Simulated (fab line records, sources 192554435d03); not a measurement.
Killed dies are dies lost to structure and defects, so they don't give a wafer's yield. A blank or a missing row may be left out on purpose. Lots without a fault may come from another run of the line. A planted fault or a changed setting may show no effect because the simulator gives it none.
A struck lot beside a sound one | flow n5_finfet | 40 steps out of a route of 1938
Sound: wafers L243.1, L243.3, L243.5. Struck: wafer L254.1. (L254.4, L254.5 of the same lot were not struck and are left out.) The cause comes at the end.
At each step with rows: each side's tool, then ch and its chambers, then its first start. Under that, the readings that differ: sound wafers | struck wafers | difference of the means | sigmas: that difference in standard deviations of wafers without a fault.
alike: readings whose means differ by less than 2 such deviations, and words and numbers that are the same on both sides. not compared: withheld readings, readings that some wafer has no value for, bounds like >300 that may hide the same value, and numbers for which the record gives no deviation and whose values overlap.
The two part at a step that has a row with sigmas, a row that says differs or no value, or rows on one side only. Numbers that don't overlap but have no deviation are shown without sigmas and don't part them. A reading that every wafer of one side lacks parts them only if that side has two wafers or more.

first, 4 steps without rows for these wafers: N5_HKMG_FIN_STRIP_34 (strips in CF4); N5_HKMG_FIN_ETCH_35 (etches SOC in N2/H2, target depth 215.8 nm, time 243.4 s); N5_HKMG_FIN_STRIP_92 (strips SOC in N2/H2, time 20 s); N5_HKMG_FIN_WET_ETCH_18 (etches TiN in SC1, time 55 s, target depth 5.2 nm, rinse time 30 s).
N5_HKMG_FIN_STRIP_19: strips in N2/H2, time 360 s.
  sound on plasma_asher-02 ch 0,1, day 4 04:09; struck on plasma_asher-02 ch 0, day 7 01:19
  alike: drypump_motor_current_A, heater_power_w
  not compared: rf_hours_counter_h
then, 7 steps without rows for these wafers: N5_HKMG_FIN_ALD_91 (deposits TiN, target thk 1 nm, pulse time 1 s, purge time 3 s); N5_HKMG_FIN_COAT_85 (time 60 s, resist thk 300 nm); N5_HKMG_FIN_ETCH_86 (etches SOC in N2/H2, stops on TiN, target depth 393.2 nm); N5_HKMG_FIN_STRIP_89 (strips SOC in N2/H2, time 20 s); N5_HKMG_FIN_WET_ETCH_87 (etches TiN in SC1, time 154.2 s, target depth 4.7 nm, rinse time 30 s); N5_HKMG_FIN_STRIP_88 (strips in N2/H2, time 360 s); N5_HKMG_FIN_NWFM_ALD_20 (deposits TiAlC, target thk 2 nm, pulse time 3 s, purge time 2 s).
N5_HKMG_FIN_ALD_71: deposits TiN, target thk 1 nm, pulse time 1 s, purge time 3 s.
  sound on ald_metal-01 ch 1,2, day 4 05:43; struck on ald_metal-01 ch 2, day 7 02:47
  alike: heater_power_w, precursor_pulse_height_rel
then, 1 step without rows for these wafers: N5_HKMG_FIN_COAT_66 (time 60 s, resist thk 300 nm).
N5_HKMG_FIN_ETCH_67: etches SOC in N2/H2, stops on TiN, target depth 388.9 nm.
  sound on rie_diel-03 ch 0,1, day 4 06:02; struck on rie_diel-06 ch 3, day 7 03:07
  alike: drypump_motor_current_A, oes_product_au, rf_vpp_V, showerhead_plenum_p_Torr, throttle_valve_pct
  not compared: rf_hours_counter_h
N5_HKMG_FIN_STRIP_90: strips SOC in N2/H2, time 20 s.
  sound on rie_diel-03 ch 0,1, day 4 06:06; struck on rie_diel-06 ch 3, day 7 03:11
  alike: drypump_motor_current_A, oes_product_au, power_w, rf_vpp_V, showerhead_plenum_p_Torr, throttle_valve_pct
  not compared: rf_hours_counter_h
then, 9 steps without rows for these wafers: N5_HKMG_FIN_WET_ETCH_73 (etches the open film in SC1, time 42.3 s, target depth 1.3 nm, rinse time 30 s); N5_HKMG_FIN_ETCHBACK_68 (etches the open film in Cl2/Ar, stops on HfO2, target depth 0.5 nm); N5_HKMG_FIN_STRIP_69 (strips in N2/H2, time 360 s); N5_HKMG_FIN_ALD_21 (deposits TiN, target thk 1.5 nm, pulse time 1 s, purge time 3 s); N5_HKMG_FIN_ALD_72 (deposits W, target thk 2 nm, pulse time 1 s, purge time 2 s); N5_HKMG_FIN_W_FILL_22 (material W, target thk 60 nm, time 18.2 s); N5_HKMG_FIN_PRECLEAN_83 (cleans in DIW, time 57.5 s); N5_HKMG_FIN_SRD_84 (dry time 32 s); N5_HKMG_FIN_CMP_23 (polishes, stops on SiNx, t overpolish 10 s, target thk 46.326 nm).
N5_HKMG_FIN_CMP_94: polishes, stops on SiNx, t overpolish 4.7 s, target thk 43.299 nm.
  sound on cmp-04 ch 0,1,2, day 4 07:51; struck on cmp-02 ch 1, day 7 08:06
  alike: motor_current_A
then, 11 steps without rows for these wafers: N5_GATE_CUT_ETCHBACK_00 (etches W in SF6/Cl2); N5_GATE_CUT_ETCH_56 (etches TiN in Cl2/Ar, target depth 21.6 nm); N5_GATE_CUT_ETCHBACK_30 (etches TiN in Cl2/Ar, target depth 3 nm); N5_GATE_CUT_VAPOR_ETCH_60 (etches HfO2 in BCl3/Cl2); N5_GATE_CUT_ETCH_58 (etches SiNx in CH3F/O2, target depth 17 nm, time 128.6 s); N5_GATE_CUT_STRIP_59 (strips in N2/H2, time 20 s); N5_GATE_CUT_PRECLEAN_31 (cleans in DIW, time 300 s); N5_GATE_CUT_SRD_32 (time 30 s); N5_GATE_CUT_SAC_CAP_01 (material SiNx, target thk 24 nm, pulse time 1 s, ald cycles 480); N5_GATE_CUT_PECVD_57 (deposits SiNx from SiH4/NH3/N2, target thk 21 nm); N5_GATE_CUT_CMP_02 (polishes, stops on SiO2, t overpolish 12.7 s, target thk 0 nm).
N5_GATE_CUT_HM_DEP_46: deposits SiO2 from TEOS/O2, target thk 130 nm, time 26.6 s.
  sound on pecvd-01 ch 0,1, day 4 11:19; struck on pecvd-02 ch 1, day 7 11:34
  alike: heater_power_w, showerhead_plenum_p_Torr, throttle_valve_pct
then, 1 step without rows for these wafers: N5_GATE_CUT_COAT_34 (time 60 s, resist thk 60 nm).
-- the record jumps here: 7 days lie between the struck wafers' starts before and after (it left off in module GATE_CUT and takes up again in module PASSIVATION, whose first step shown is number 1936 of the route) --
N5_PASSIVATION_PROBE_49:
  sound on prober-01, day 12 15:29; struck on prober-01, day 14 17:35
  reading                  | sound          | struck | difference | sigmas
  defect_limited_yield (%) | 92.5 90.9 88.9 | 83.1   | -7.7       | -5
  killed_at_front_end      | 22 50 53       | 134    | +92        | +8
  killed_dies              | 89 107 131     | 199    | +90        | +5
  killed_on_rim            | 11 14 16       | 33     | +19        | +5
  sort_bin_5_function (%)  | 5.1 5.8 6.9    | 10.1   | +4.2       | +4
  sort_bin_6_memory (%)    | 2.3 3.1 4.1    | 4.6    | +1.4       | +2
  sort_n_pass              | 1091 1073 1049 | 981    | -90        | -5
  sort_yield_pct (%)       | 92.5 90.9 88.9 | 83.1   | -7.7       | -5
  alike: killed_at_M0_to_M3, killed_at_M4_up, killed_at_contacts, killed_at_other, killed_open, killed_short, sort_bin_4_leakage

WHERE THEY PART
Only at N5_PASSIVATION_PROBE_49, within this record.

WHY: what the simulator had put in
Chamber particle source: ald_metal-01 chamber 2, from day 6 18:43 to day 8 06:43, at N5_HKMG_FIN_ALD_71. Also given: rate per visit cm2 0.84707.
